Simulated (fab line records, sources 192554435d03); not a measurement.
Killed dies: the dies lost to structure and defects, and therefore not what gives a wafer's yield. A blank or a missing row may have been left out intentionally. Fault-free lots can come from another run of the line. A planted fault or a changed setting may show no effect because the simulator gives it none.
Chamber matching ; flow n5-finfet ; ald-metal-02 running N5_BEOL_M1_ALD_84: 4 sister chambers
The step deposits TaN, pulse time 2 s, purge time 3 s, co reactant purge time 2 s. 8 wafers are shown with their chamber, then 12 later ones without.

== EACH WAFER AND ITS CHAMBER ==
wafer;chamber;heater-power-w (W);precursor-vessel-carrier-sccm (sccm)
L082.4;3;429;1003
L085.6;3;437;1003
L087.3;1;396;1006
L089.1;0;463;1003
L089.5;2;464;998
L090.3;2;442;999
L090.5;0;459;1001
L090.6;1;397;1003

== WAFERS WITH NO CHAMBER GIVEN ==
wafer;heater-power-w (W);precursor-vessel-carrier-sccm (sccm)
L092.2;438;1001
L092.3;456;999
L092.5;455;1000
L095.3;449;1002
L095.4;384;1004
L095.5;459;996
L097.1;460;998
L097.2;422;1001
L097.3;456;1001
L096.3;389;998
L096.4;453;1001
L096.5;464;1001

== WHICH CHAMBER EACH WENT THROUGH ==
wafer;from the rows above;in truth
L092.2;can't be placed: 3 or 2 or 0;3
L092.3;can't be placed: 2 or 0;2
L092.5;can't be placed: 2 or 0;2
L095.3;can't be placed: 0 or 3 or 2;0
L095.4;1;1
L095.5;2;2
L097.1;2;2
L097.2;3;3
L097.3;can't be placed: 0 or 2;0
L096.3;can't be placed: 1 or 3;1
L096.4;can't be placed: 0 or 2 or 3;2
L096.5;can't be placed: 0 or 2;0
Correctly placed: 4 of 12. Can't be placed from these rows: 8 (the true chamber is among the candidates in 8). 0 placed wrongly.
How it was worked out, from the rows above alone: a wafer's distance from a chamber is the root of the sum, over the readings, of the square of ((its reading less the chamber's mean) divided by the reading's scatter). The wafer belongs to the nearest chamber; if the next one is less than 2 further off, it can't be placed. For every chamber, the mean is computed from those of its wafers that are shown. The scatter is the square root of a quotient: the sum, over the shown wafers, of each reading's squared deviation from its chamber's mean, divided by wafers minus chambers.
